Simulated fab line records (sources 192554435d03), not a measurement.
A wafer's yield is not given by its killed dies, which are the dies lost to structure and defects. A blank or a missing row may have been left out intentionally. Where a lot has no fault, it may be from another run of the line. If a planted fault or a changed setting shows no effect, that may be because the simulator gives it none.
fab line records	flow n5_finfet
record: lots: 8	wafers: 24	last_day: 18
route steps=1938 shown GATE_CUT@487 BEOL_M4@1111 PASSIVATION@1936
lots untouched by any fault: they come from a run of this same line in which no faults occurred
start_h: hours from the record's first day to the start of the lot's first wafer shown	wait_h: hours elapsed since this lot's preceding step	" as in the row above	L1.1+2: several wafers, shown together as one row	- no value, or no start was given	* or withheld: withheld	< > ~ a bound
route shown NAME@n: a module of which the file shows steps, and the number in the route of the first	usual: average and standard deviation across the fault-free wafers	same: alike in all rows	chamber/n: place in a boat	sites: readings site by site	_std_site: the standard deviation of these	_edge_site: outer sites' mean less inner sites'	radius_mm: how far each site lies from the wafer's centre	mask NAME#n: copy n	behind: the most recent tool/chamber to have shaped the wafer	hold: the reason the lot was held/the length of the hold in hours/how it ended	device: the transistor (n, p or np) that didn't switch	end of line: tests of these same wafers at the route's end	a step with no rows: only its recipe	killed: count of dies lost to structure and defects at first sort (not the wafer's yield)	map: dies across one wafer; x = killed, . = not, _ = none there
set.NAME: the setting that was run; set.NAME@STEP: the one run at that earlier step	model.NAME: the simulator's own value behind a step, which no gauge read
the route's steps for a sample of lots (tables are steps, rows are wafers)
services: the hour from which a tool's chamber was out of use, counted from the record's first day as start_h (under 0 if before that day), plus the number of hours and why
== steps ==
step: N5_GATE_CUT_CD_MEAS_13
recipe: target_cd_nm: 20	landing_energy_ev: 500	detector: se_inlens
usual: cd_nm: 19.98/0.23
lot.wafer	tool	chamber	start_h	wait_h	cd_nm
L952.2	cd_sem-01	0	87.63	-	20.04
L952.3	"	0	"	"	19.61
L952.6	"	0	"	"	19.94
L960.2	cd_sem-01	0	139.05	-	19.78
L960.4	"	0	"	"	19.56
L960.5	"	0	"	"	19.96
L961.1	cd_sem-03	0	144.67	-	20.13
L961.5	"	0	"	"	20.19
L961.6	"	0	"	"	19.74
L963.1	cd_sem-01	0	158.58	-	19.95
L963.5	"	0	"	"	19.89
L963.6	"	0	"	"	20.13
L966.1	cd_sem-03	0	173.60	-	19.82
L966.2	"	0	"	"	20.02
L966.3	"	0	"	"	19.74
L967.2	cd_sem-01	0	179.04	-	19.92
L967.3	"	0	"	"	19.56
L967.4	"	0	"	"	19.70
L970.1	cd_sem-01	0	196.51	-	20.04
L970.2	"	0	"	"	20.06
L970.5	"	0	"	"	20.08
L973.1	cd_sem-02	0	216.77	-	19.89
L973.3	"	0	"	"	19.97
L973.5	"	0	"	"	19.91
step: N5_GATE_CUT_ETCH_28
recipe: chemistry: N2/H2	target: underlayer	target_depth_a: 130	mask_material: CAR-EUV	time_s: 10.4	ion_energy_ev: 200	pressure_mtorr: 30	source_w: 840	bias_w: 150	n2_flow_sccm: 200	h2_flow_sccm: 200	ends: cleared
usual: drypump_motor_current_A: 5.4/0.47	etch_rf_on_time_s: 10.39/0.14	oes_product_au: 0.65/0.047	rf_vpp_V: 522.5/2.7	showerhead_plenum_p_Torr: 2.49/0.094	throttle_valve_pct: 17.83/0.19
lot.wafer	tool	chamber	start_h	wait_h	drypump_motor_current_A	etch_rf_on_time_s	oes_product_au	rf_hours_counter_h	rf_vpp_V	showerhead_plenum_p_Torr	throttle_valve_pct
L952.2	rie_diel-06	0	87.78	0.0	5.5	10.59	0.63	132	524.8	2.55	18.21
L952.3	"	3	"	"	5.6	10.41	0.60	200	519.8	2.42	17.87
L952.6	"	3	"	"	5.6	10.42	0.59	-	519.1	2.42	17.87
L960.2	rie_diel-06	1	139.31	0.0	4.9	10.38	0.67	131	521.6	2.45	17.79
L960.4	"	0	"	"	5.5	10.65	0.62	148	522.5	2.55	18.24
L960.5	"	0	"	"	5.5	10.58	0.62	-	523.9	2.55	18.26
L961.1	rie_diel-02	0	144.93	0.0	5.2	10.38	0.76	36	528.0	2.70	17.58
L961.5	"	3	"	"	5.9	10.23	0.68	-	524.4	2.55	17.73
L961.6	"	0	"	"	5.2	10.32	0.75	-	529.4	2.70	17.56
L963.1	rie_diel-06	0	158.74	0.0	5.5	10.59	0.62	153	524.1	2.54	18.24
L963.5	"	0	"	"	5.5	10.63	0.62	-	524.4	2.54	18.24
L963.6	"	3	"	"	5.6	10.50	0.58	-	519.8	2.41	17.89
L966.1	rie_diel-02	1	173.75	0.0	6.3	10.37	0.67	148	521.6	2.44	17.73
L966.2	"	2	"	"	5.1	10.52	0.64	157	520.3	2.43	17.81
L966.3	"	3	"	"	5.9	10.26	0.67	137	525.8	2.55	17.73
L967.2	rie_diel-01	1	179.24	0.0	4.7	10.49	0.61	190	525.8	2.63	18.06
L967.3	"	3	"	"	5.7	10.34	0.60	234	522.7	2.52	18.06
L967.4	"	0	"	"	5.4	10.25	0.68	107	518.7	2.35	17.63
L970.1	rie_diel-06	0	196.66	0.0	5.5	10.71	0.62	162	523.0	2.54	18.26
L970.2	"	1	"	"	5.0	10.55	0.65	149	520.6	2.44	17.85
L970.5	"	2	"	"	5.0	10.52	0.62	-	521.9	2.44	17.83
L973.1	rie_diel-01	2	217.19	0.0	6.3	10.49	0.61	170	524.5	2.53	17.71
L973.3	"	3	"	"	5.8	10.37	0.59	246	522.8	2.51	18.07
L973.5	"	3	"	"	5.7	10.31	0.60	-	523.1	2.51	18.08
step: N5_GATE_CUT_CUT_ETCH_53
recipe: chemistry: SF6/Cl2	target: W	mask_material: SiO2	target_depth_a: 792	pressure_mtorr: 8	icp_w: 900	bias_w: 80	SF6_flow_sccm: 40	Cl2_flow_sccm: 60	ends: cleared
usual: drypump_motor_current_A: 5.6/0.44	etch_rf_on_time_s: 26.1/0.36	oes_product_au: 0.73/0.09	throttle_valve_pct: 29.04/0.26
lot.wafer	tool	chamber	start_h	wait_h	drypump_motor_current_A	etch_rf_on_time_s	oes_product_au	rf_hours_counter_h	throttle_valve_pct
L952.2	rie_metal-03	0	88.14	0.1	5.5	25.3	0.71	46	29.05
L952.3	"	0	"	"	5.5	25.6	0.70	-	29.06
L952.6	"	0	"	"	5.5	25.2	0.71	-	29.04
L960.2	rie_metal-02	1	139.67	0.1	6.4	34.3	0.60	17	28.42
L960.4	"	0	"	"	5.2	25.6	0.80	-	28.72
L960.5	"	1	"	"	6.4	34.3	0.61	-	28.42
L961.1	rie_metal-02	1	145.29	0.1	6.3	34.3	0.60	18	28.44
L961.5	"	1	"	"	6.3	34.3	0.61	-	28.43
L961.6	"	0	"	"	5.2	26.1	0.79	-	28.72
L963.1	rie_metal-01	1	159.11	0.1	5.7	26.2	0.63	79	29.14
L963.5	"	1	"	"	5.8	26.0	0.63	-	29.14
L963.6	"	0	"	"	5.2	26.0	0.90	-	29.28
L966.1	rie_metal-03	0	174.11	0.1	5.5	25.5	0.69	53	29.07
L966.2	"	1	"	"	6.0	25.9	0.76	22	29.38
L966.3	"	0	"	"	5.5	25.4	0.69	-	29.06
L967.2	rie_metal-03	1	179.60	0.1	6.0	25.9	0.77	22	29.36
L967.3	"	0	"	"	5.5	25.5	0.68	-	29.06
L967.4	"	1	"	"	6.0	26.0	0.77	-	29.38
L970.1	rie_metal-03	0	197.02	0.1	5.5	25.6	0.68	55	29.07
L970.2	"	1	"	"	6.0	25.8	0.77	23	29.39
L970.5	"	1	"	"	6.0	25.9	0.77	-	29.37
L973.1	rie_metal-01	1	217.55	0.1	5.8	26.4	0.62	85	29.14
L973.3	"	0	"	"	5.2	26.6	0.84	-	29.29
L973.5	"	0	"	"	5.1	26.6	0.84	-	29.28
step: N5_GATE_CUT_CUT_ETCH_54
recipe: chemistry: Cl2/BCl3	target: TiN	mask_material: SiO2	target_depth_a: 967	pressure_mtorr: 10	icp_w: 1000	bias_w: 126	Cl2_flow_sccm: 53.25	bcl3_flow_sccm: 21.75	Ar_flow_sccm: 25	ends: cleared
usual: bcl3_flow_sccm: 21.74/0.069	drypump_motor_current_A: 5.6/0.44	etch_rf_on_time_s: 36.4/0.51	oes_product_au: 0.73/0.089	throttle_valve_pct: 22.35/0.25
lot.wafer	tool	chamber	start_h	wait_h	bcl3_flow_sccm	drypump_motor_current_A	etch_rf_on_time_s	oes_product_au	rf_hours_counter_h	throttle_valve_pct
L952.2	rie_metal-03	0	88.20	0.0	21.71	5.5	35.4	0.70	46	22.39
L952.3	"	0	"	"	21.78	5.5	35.5	0.70	-	22.38
L952.6	"	0	"	"	21.76	5.5	35.4	0.71	-	22.40
L960.2	rie_metal-02	1	139.73	0.0	21.71	6.3	47.9	0.32	17	22.58
L960.4	"	0	"	"	21.68	5.1	36.2	0.79	-	22.05
L960.5	"	1	"	"	21.72	6.4	47.9	0.32	-	22.60
L961.1	rie_metal-02	1	145.35	0.0	21.69	6.3	47.9	0.32	18	22.59
L961.5	"	1	"	"	21.65	6.3	47.9	0.32	-	22.60
L961.6	"	0	"	"	21.76	5.1	36.3	0.79	-	22.04
L963.1	rie_metal-01	1	159.17	0.0	21.84	5.8	36.8	0.62	79	22.48
L963.5	"	1	"	"	21.84	5.7	36.7	0.63	-	22.49
L963.6	"	0	"	"	21.76	5.2	36.9	0.89	-	22.56
L966.1	rie_metal-03	0	174.17	0.0	21.81	5.5	35.8	0.69	54	22.41
L966.2	"	1	"	"	21.72	6.0	36.3	0.76	22	22.61
L966.3	"	0	"	"	21.77	5.5	35.6	0.69	-	22.42
L967.2	rie_metal-03	1	179.66	0.0	21.85	6.0	35.5	0.77	22	22.59
L967.3	"	0	"	"	21.85	5.5	35.2	0.69	-	22.39
L967.4	"	1	"	"	21.77	6.0	36.1	0.77	-	22.58
L970.1	rie_metal-03	0	197.08	0.0	21.67	5.5	35.7	0.68	55	22.43
L970.2	"	1	"	"	21.80	6.0	35.9	0.77	23	22.58
L970.5	"	1	"	"	21.70	6.0	35.7	0.77	-	22.59
L973.1	rie_metal-01	1	217.61	0.0	21.82	5.8	36.6	0.62	85	22.50
L973.3	"	0	"	"	21.79	5.1	37.2	0.83	-	22.58
L973.5	"	0	"	"	21.93	5.1	36.9	0.84	-	22.56
step: N5_GATE_CUT_STRIP_21
recipe: chemistry: N2/H2	time_s: 30	power_w: 1000	temp_c: 250	pressure_mtorr: withheld	n2_flow_sccm: 1750	h2_flow_sccm: 3250
usual: drypump_motor_current_A: 5.57/0.18	heater_power_w: 346/25
lot.wafer	tool	chamber	start_h	wait_h	drypump_motor_current_A	heater_power_w	rf_hours_counter_h
L952.2	plasma_asher-02	0	88.43	0.0	5.39	347	41
L952.3	"	1	"	"	5.74	327	-
L952.6	"	1	"	"	5.72	350	-
L960.2	plasma_asher-02	1	139.96	0.0	5.73	331	52
L960.4	"	1	"	"	5.73	334	-
L960.5	"	0	"	"	5.35	343	-
L961.1	plasma_asher-02	1	145.58	0.0	5.75	328	53
L961.5	"	1	"	"	5.75	331	-
L961.6	"	0	"	"	5.39	342	-
L963.1	plasma_asher-02	0	159.40	0.0	5.37	350	55
L963.5	"	1	"	"	5.74	340	-
L963.6	"	0	"	"	5.35	343	-
L966.1	plasma_asher-01	0	174.40	0.0	5.41	322	110
L966.2	"	1	"	"	5.77	387	110
L966.3	"	1	"	"	5.78	393	-
L967.2	plasma_asher-01	1	179.90	0.0	5.75	385	111
L967.3	"	0	"	"	5.43	322	-
L967.4	"	1	"	"	5.78	390	-
L970.1	plasma_asher-02	1	197.31	0.0	5.74	343	62
L970.2	"	0	"	"	5.37	349	62
L970.5	"	0	"	"	5.37	352	-
L973.1	plasma_asher-01	0	217.85	0.0	5.41	310	118
L973.3	"	1	"	"	5.78	394	-
L973.5	"	0	"	"	5.40	318	-
step: N5_BEOL_M4_RC_MEAS_101
usual: DIBL_N: 36.5/1.4	DIBL_P: 36.9/1.7	IOFF_N: 0.163/0.023	IOFF_P: 0.22/0.032	ION_N: 673/9	ION_P: 462/7.5	SS_N: 71.6/0.54	SS_P: 73.4/0.62	VT_N: 249.8/2.8	VT_P: -250/3.5
lot.wafer	tool	chamber	start_h	wait_h	DIBL_N[mV/V]	DIBL_P[mV/V]	IOFF_N[nA/um]	IOFF_P[nA/um]	ION_N[uA/um]	ION_P[uA/um]	SS_N[mV/dec]	SS_P[mV/dec]	VT_N[mV]	VT_P[mV]
L952.2	prober-01	0	167.30	0.2	35.0	35.9	0.143	0.21	657	457	71.2	73.6	253.3	-248
L952.3	"	0	"	"	37.3	38.7	0.184	0.26	680	468	71.9	74.2	247.2	-245
L952.6	"	0	"	"	36.1	37.2	0.163	0.23	663	460	72.0	73.8	250.5	-249
L960.4	prober-02	0	216.38	0.5	35.0	37.2	0.146	0.18	671	453	71.8	72.6	250.6	-256
L961.6	prober-02	0	234.13	0.8	36.3	36.0	0.153	0.23	672	460	71.6	73.4	251.1	-249
L963.1	prober-02	0	245.61	0.0	37.6	38.3	0.190	0.26	675	466	71.9	73.5	247.7	-248
L963.5	"	0	"	"	35.4	34.8	0.134	0.19	655	447	70.7	72.7	255.9	-253
L963.6	"	0	"	"	36.4	36.9	0.165	0.23	686	467	71.2	73.6	248.5	-251
L966.1	prober-01	0	250.54	0.0	37.3	38.5	0.196	0.24	682	462	71.8	74.2	245.1	-249
L966.2	"	0	"	"	38.3	39.0	0.204	0.25	694	464	71.9	74.2	244.8	-248
L966.3	"	0	"	"	36.1	36.6	0.161	0.22	687	469	70.9	74.0	248.7	-249
L967.2	prober-02	0	272.90	0.2	38.2	39.0	0.202	0.26	680	470	71.1	73.4	245.6	-246
L967.3	"	0	"	"	35.8	36.5	0.160	0.21	660	454	71.4	72.9	248.4	-249
L967.4	"	0	"	"	35.6	35.4	0.148	0.19	676	460	71.3	73.3	250.4	-252
L970.1	prober-01	0	277.93	0.0	33.6	35.0	0.123	0.19	658	461	70.9	72.6	255.1	-251
L970.2	"	0	"	"	35.3	36.8	0.146	0.21	678	464	71.4	73.4	253.1	-252
L970.5	"	0	"	"	33.0	34.3	0.114	0.18	657	461	71.1	73.1	255.0	-256
L973.1	prober-02	0	309.87	0.0	37.4	36.8	0.154	0.21	669	464	71.8	73.0	251.2	-249
L973.3	"	0	"	"	35.0	33.4	0.117	0.16	668	456	71.4	72.8	254.7	-253
L973.5	"	0	"	"	37.4	36.2	0.156	0.20	664	455	71.9	73.4	252.8	-249
step: N5_PASSIVATION_PROBE_49
usual: defect_limited_yield: 91.2/1.4	killed_at_M0_to_M3: 35/11	killed_at_M4_up: 12/4.2	killed_at_contacts: 13/5.6	killed_at_front_end: 40/12	killed_at_other: 3.3/2.6	killed_dies: 103/17	killed_on_rim: 14/4.5	killed_open: 68/12	killed_short: 34/7.6	sort_bin_5_function: 5.1/0.95	sort_bin_6_memory: 3.3/0.68	sort_n_pass: 1077/17	sort_yield_pct: 91.2/1.4
same: gross_dies: 1180	killed_at_back_side: 0	sort_bin_4_leakage[%]: 0	sort_bin_8_speed[%]: 0
lot.wafer	tool	chamber	start_h	wait_h	defect_limited_yield[%]	killed_at_M0_to_M3	killed_at_M4_up	killed_at_contacts	killed_at_front_end	killed_at_other	killed_dies	killed_on_rim	killed_open	killed_short	sort_bin_5_function[%]	sort_bin_6_memory[%]	sort_n_pass	sort_yield_pct[%]
L960.2	prober-02	-	321.38	0.1	0	39	16	13	1104	8	1180	152	73	42	95.8	3.8	0	0
L960.4	prober-02	-	321.48	0.2	92.2	43	10	5	27	7	92	15	62	30	5.0	2.6	1088	92.2
L960.5	prober-02	-	321.53	0.2	0	38	10	10	1120	2	1180	152	57	24	96.9	3.0	0	0
L961.1	prober-01	-	324.92	0.0	0	34	6	15	1122	3	1180	152	61	33	96.7	2.8	0	0
L961.5	prober-01	-	325.12	0.2	0	39	14	16	1109	2	1180	152	67	31	96.8	2.5	0	0
L961.6	prober-01	-	325.17	0.3	91.1	35	9	12	45	4	105	13	79	26	5.1	3.7	1075	91.1
killed by level:class
L960.2 GATE_CUT:area_etch=1063 BEOL_M1:geometric_particle:open=12 MOL_CONTACT_COAG:geometric_particle:open=12 FIN_SAQP:geometric_particle:open=9 FIN_SAQP:geometric_particle:short=9 BEOL_M0_SAQP:geometric_particle:open=9 GATE_CUT:geometric_particle:short=7 BEOL_M0_SAQP:geometric_particle:short=7
L960.4 BEOL_M3:geometric_particle:open=12 BEOL_M2:geometric_particle:open=10 BEOL_M1:geometric_particle:open=8 FIN_SAQP:geometric_particle:short=7 MOL_CONTACT_COAG:geometric_particle:open=5 DUMMY_GATE:geometric_particle:open=4 BEOL_M0:geometric_particle:open=4 BEOL_M3:geometric_particle:short=4
L960.5 GATE_CUT:area_etch=1098 MOL_CONTACT_COAG:geometric_particle:open=8 BEOL_M1:geometric_particle:open=8 BEOL_M2:geometric_particle:open=7 DUMMY_GATE:geometric_particle:open=6 BEOL_M0_SAQP:geometric_particle:open=6 FIN_SAQP:geometric_particle:short=5 BEOL_M1:geometric_particle:short=5
L961.1 GATE_CUT:area_etch=1086 MOL_CONTACT_COAG:geometric_particle:open=11 STI_FIN_REVEAL:geometric_particle:open=9 BEOL_M0_SAQP:geometric_particle:open=7 FIN_SAQP:geometric_particle:open=6 BEOL_M0_SAQP:geometric_particle:short=6 BEOL_M3:geometric_particle:open=6 BEOL_M1:geometric_particle:open=5
L961.5 GATE_CUT:area_etch=1078 STI_FIN_REVEAL:geometric_particle:open=10 MOL_CONTACT_COAG:geometric_particle:open=9 BEOL_M4:geometric_particle:open=8 BEOL_M0_SAQP:geometric_particle:open=8 MOL_CONTACT_COAG:geometric_particle:short=6 BEOL_M0_SAQP:geometric_particle:short=6 BEOL_M2:geometric_particle:open=6
L961.6 BEOL_M0_SAQP:geometric_particle:open=16 STI_FIN_REVEAL:geometric_particle:open=13 MOL_CONTACT_COAG:geometric_particle:open=10 FIN_SAQP:geometric_particle:open=9 STARTING-WAFER:geometric_particle:short=6 BEOL_M0_SAQP:geometric_particle:short=5 BEOL_M2:geometric_particle:open=5 BEOL_M1:geometric_particle:open=4
== services ==
tool	chamber	start_h	hours	kind
rie_diel-01	-	89.90	2.8	pm
rie_diel-02	0	100.79	3.5	repair
rie_diel-02	0	104.59	9.6	repair
rie_diel-02	3	125.78	8.9	repair
rie_metal-01	0	133.73	-	clean
rie_metal-01	0	133.73	22.1	scheduled_down
rie_metal-01	0	133.73	22.1	vent_cycle
rie_diel-06	0	161.86	8.2	repair
rie_metal-01	0	170.61	11.9	repair
rie_metal-02	1	187.87	1.7	repair
rie_metal-03	0	215.64	3.2	repair
== key ==
first_sign: step: N5_GATE_CUT_CUT_ETCH_53	reading: etch_rf_on_time_s	direction: up	sigmas: 22	usual: *	struck: *
effect: step: N5_GATE_CUT_CUT_ETCH_53	reading: throttle_valve_pct	direction: down	sigmas: 2.3	usual: *	struck: *
effect: step: N5_GATE_CUT_CUT_ETCH_54	reading: etch_rf_on_time_s	direction: up	sigmas: 22	usual: *	struck: *
effect: step: N5_PASSIVATION_PROBE_49	reading: sort_bin_5_function	direction: up	sigmas: 96	usual: 5.1	struck: 96.5
more_kills_born_at: N5_GATE_CUT_CUT_ETCH_53@rie_metal-02: 4325
met_at N5_GATE_CUT_CUT_ETCH_53
struck_lots L960,L961
struck_wafers L960.2,L960.5,L961.1,L961.5
later_rows_left_out L960.2,L960.5,L961.1,L961.5
not_acting_at N5_GATE_CUT_CD_MEAS_13,N5_GATE_CUT_ETCH_28,N5_GATE_CUT_STRIP_21
fault: kind: process_parameter_drift	tool: rie_metal-02	chamber: 1	onset_h: 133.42	steps: N5_GATE_CUT_CUT_ETCH_53	channel: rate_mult	offset: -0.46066	shape: step	end_h: 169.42
later_rows_left_out: the simulator's readings of these wafers behind a module that went badly wrong aren't trusted and aren't shown, but for the sort
